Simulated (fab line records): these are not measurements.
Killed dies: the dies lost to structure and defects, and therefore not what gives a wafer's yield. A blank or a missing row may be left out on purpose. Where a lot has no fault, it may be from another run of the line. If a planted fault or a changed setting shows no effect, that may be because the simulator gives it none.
Struck lot and sound lot, side by side + flow nandHarc + 15 out of 1302 route steps
Sound: wafers L508.1, L508.2, L508.4. Wafers struck: L516.3, L516.4, L516.5. Last of all comes the cause.
For every step that has rows: the tool of each side, followed by ch and its chambers, followed by its first start. Under that, the readings that differ: sound wafers + struck wafers + difference of the means + sigmas: that difference in standard deviations of wafers without a fault.
alike: same words and numbers on both sides, and readings whose means sit less than 2 such deviations apart. not compared: any withheld reading, any reading some wafer has no value for, any bound like >300 that may hide the same value, and any number with overlapping values for which the record gives no deviation.
Wherever a step has rows on one side only, a row that says differs or no value, or a row with sigmas, the two part there. Numbers that have no deviation but don't overlap get no sigmas and don't part them. A reading that every wafer of one side lacks parts them only if that side has two wafers or more.

NHARC_A_DECK1_JOINT_CMP_02: polishes SiOx.
  sound on cmp-02 ch 0,1,2, day 11 13:27; struck on cmp-03 ch 1,2, day 15 08:29
  alike: motorCurrentA
after that, 1 step had no rows for these wafers: NHARC_A_DECK1_JOINT_SRD_15.
NHARC_A_DECK1_JOINT_DEP_16: deposits SiO2, target thk 45 nm.
  sound on pecvd-03 ch 1,2, day 11 13:50; struck on pecvd-02 ch 1,2, day 15 08:56
  alike: heaterPowerW, throttleValvePct
NHARC_A_DECK1_JOINT_THK_MEAS_17: measures by ellipsometry.
  sound on filmMetro-02, day 11 14:07; struck on filmMetro-02, day 15 09:10
  alike: thkNm
NHARC_A_DECK1_JOINT_INSPECT_05:
  sound on defectInspect-01, day 11 14:09; struck on defectInspect-02, day 15 09:11
  alike: rawDefectCount
then NHARC_A_ONON_D2_DEP_00 (target thk 1000 nm), 1 step lacking rows for these wafers.
NHARC_A_ONON_D2_THK_MEAS_02: measures by ellipsometry.
  sound on filmMetro-02, day 11 14:44; struck on filmMetro-02, day 15 09:47
  alike: thkNm
then NHARC_A_ONON_D2_DEP_03 (target thk 1000 nm), 1 step lacking rows for these wafers.
NHARC_A_ONON_D2_THK_MEAS_05: measures by ellipsometry.
  sound on filmMetro-02, day 11 15:18; struck on filmMetro-01, day 15 10:21
  alike: thkNm
then NHARC_A_ONON_D2_DEP_06 (target thk 1000 nm), 1 step lacking rows for these wafers.
NHARC_A_ONON_D2_THK_MEAS_08: measures by ellipsometry.
  sound on filmMetro-01, day 11 15:52; struck on filmMetro-02, day 15 10:55
  alike: thkNm
NHARC_A_ONON_D2_DEP_09: target thk 1000 nm.
  sound on pecvdOnon-04 ch 0, day 11 15:55; struck on pecvdOnon-04 ch 0, day 15 11:05
  alike: sih4FlowSccm
NHARC_A_ONON_D2_THK_MEAS_11: measures by ellipsometry.
  sound on filmMetro-01, day 11 16:26; struck on filmMetro-01, day 15 11:29
| reading    | sound       | struck         | difference | sigmas |
|------------|-------------|----------------|------------|--------|
| thkNm (nm) | 986 985 987 | 1526 1526 1526 | +540       | +45    |
then NHARC_A_ONON_D2_DEP_12 (target thk 1000 nm), 1 step lacking rows for these wafers.
-- break in the record here, with 12 days between the starts of the struck wafers on either side (left off in module A_ONON_D2, picked up again in module END, where the first step shown is number 1302 on the route) --
NHARC_END_SORT_01:
  the record has rows for the struck wafers here (prober-02 ch 0, day 27 15:13) and none for the sound ones

## WHERE THEY PART
Last at NHARC_END_SORT_01 as far as this record goes, first at NHARC_A_ONON_D2_THK_MEAS_11.

WHY: whatever the simulator had introduced
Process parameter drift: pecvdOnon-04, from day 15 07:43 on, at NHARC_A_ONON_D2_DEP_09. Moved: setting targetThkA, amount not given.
